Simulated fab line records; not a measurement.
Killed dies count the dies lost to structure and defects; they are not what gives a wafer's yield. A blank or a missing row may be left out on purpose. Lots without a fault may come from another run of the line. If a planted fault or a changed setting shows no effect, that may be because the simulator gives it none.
A struck lot beside a sound one	flow nand harc	13 out of 1302 route steps
Sound: wafers L435.1, L435.2, L435.3. Struck: wafer L451.5. At the end, the cause is stated.
For every step that has rows: the tool of each side, followed by ch and its chambers, followed by its first start. Under that, the readings that differ: sound wafers	struck wafers	difference of the means	sigmas: that difference in standard deviations of wafers without a fault.
alike: words and numbers the same on both sides, and readings whose means are apart by under 2 such deviations; not compared: readings that were withheld, readings missing a value for some wafer, numbers with overlapping values and no deviation given by the record, and bounds like >300 which may hide the same value.
The two part at a step that has a row with sigmas, a row that says differs or no value, or rows on one side only. Numbers that don't overlap but have no deviation are shown without sigmas and don't part them. Lack of a reading on every wafer of one side parts them only where that side has two or more wafers.

first, 1 step without rows for these wafers: NHARC_A_WL_FILL_CVD_03 (deposits W, target thk 40 nm, time 279 s).
NHARC_A_WL_FILL_ETCHBACK_04: etches the open film in NF3, target depth 60 nm, time 120 s.
  sound on rie metal-01 ch 0,1, day 21 02:28; struck on rie metal-02 ch 1, day 27 06:21
reading	sound	struck	difference	sigmas
oes product au (a.u.)	0.997 1.008 1.007	0.979	-0.025	-3
run length s (s)	141.6 140.6 140.9	142.0	+1.0	+3
  alike: drypump motor current A
  not compared: rf hours counter h
NHARC_A_WL_FILL_ETCHBACK_05: etches the open film in Cl2/BCl3, target depth 22 nm, time 60 s.
  sound on rie metal-01 ch 0,1, day 21 02:43; struck on rie metal-02 ch 1, day 27 06:29
  alike: drypump motor current A, oes product au, run length s
  not compared: rf hours counter h
then, 5 steps without rows for these wafers: NHARC_A_WL_FILL_STRIP_27 (strips in N2/H2, time 20 s); NHARC_A_WL_FILL_STRIP_28 (strips in post etch residue remover, time 1200 s); NHARC_A_WL_FILL_PRECLEAN_06 (cleans in DIW, time 300 s); NHARC_A_WL_FILL_SRD_07; NHARC_A_WL_FILL_ANNEAL_08 (time 1800 s).
NHARC_A_WL_FILL_ALD_10: deposits SiO2, target thk 50 nm, pulse time 10 s, ald cycles 500.
  sound on ald hk-01 ch 1,2,3, day 21 09:23; struck on ald hk-01 ch 0, day 27 13:43
  alike: heater power w, precursor pulse height rel
NHARC_A_WL_FILL_ETCHBACK_16: etches the open film in C4F8/O2/Ar, target depth 120 nm, time 24 s.
  sound on rie diel-09 ch 0,1,3; struck on rie diel-10 ch 0
  alike: oes product au, rf vpp V, run length s
  not compared: rf hours counter h
NHARC_A_WL_FILL_STRIP_29: strips in O2, time 20 s.
  sound on rie diel-09 ch 0,1,3, day 21 13:37; struck on rie diel-10 ch 3, day 27 16:25
reading	sound	struck	difference	sigmas
drypump motor current A (A)	5.8 6.1 5.4	5.0	-0.8	-2
  alike: oes product au, rf vpp V, showerhead plenum p Torr, throttle valve pct
  not compared: rf hours counter h
NHARC_A_WL_FILL_ETCHBACK_17: etches the open film in Cl2/BCl3, target depth 4 nm, time 26.7 s.
  sound on rie metal-03 ch 0, day 21 13:42; struck on rie metal-02 ch 0, day 27 16:35
reading	sound	struck	difference	sigmas
oes product au (a.u.)	1.011 1.008 0.999	0.987	-0.019	-2
run length s (s)	47.7 48.0 47.8	35.7	-12.1	-33
  alike: drypump motor current A
  not compared: rf hours counter h
then, 1 step without rows for these wafers: NHARC_A_WL_FILL_PRECLEAN_18 (cleans in dHF, time 30 s).

WHERE THEY PART
At NHARC_A_WL_FILL_ETCHBACK_04 first; at NHARC_A_WL_FILL_ETCHBACK_17 last (within this record only).

WHY: the cause the simulator had injected
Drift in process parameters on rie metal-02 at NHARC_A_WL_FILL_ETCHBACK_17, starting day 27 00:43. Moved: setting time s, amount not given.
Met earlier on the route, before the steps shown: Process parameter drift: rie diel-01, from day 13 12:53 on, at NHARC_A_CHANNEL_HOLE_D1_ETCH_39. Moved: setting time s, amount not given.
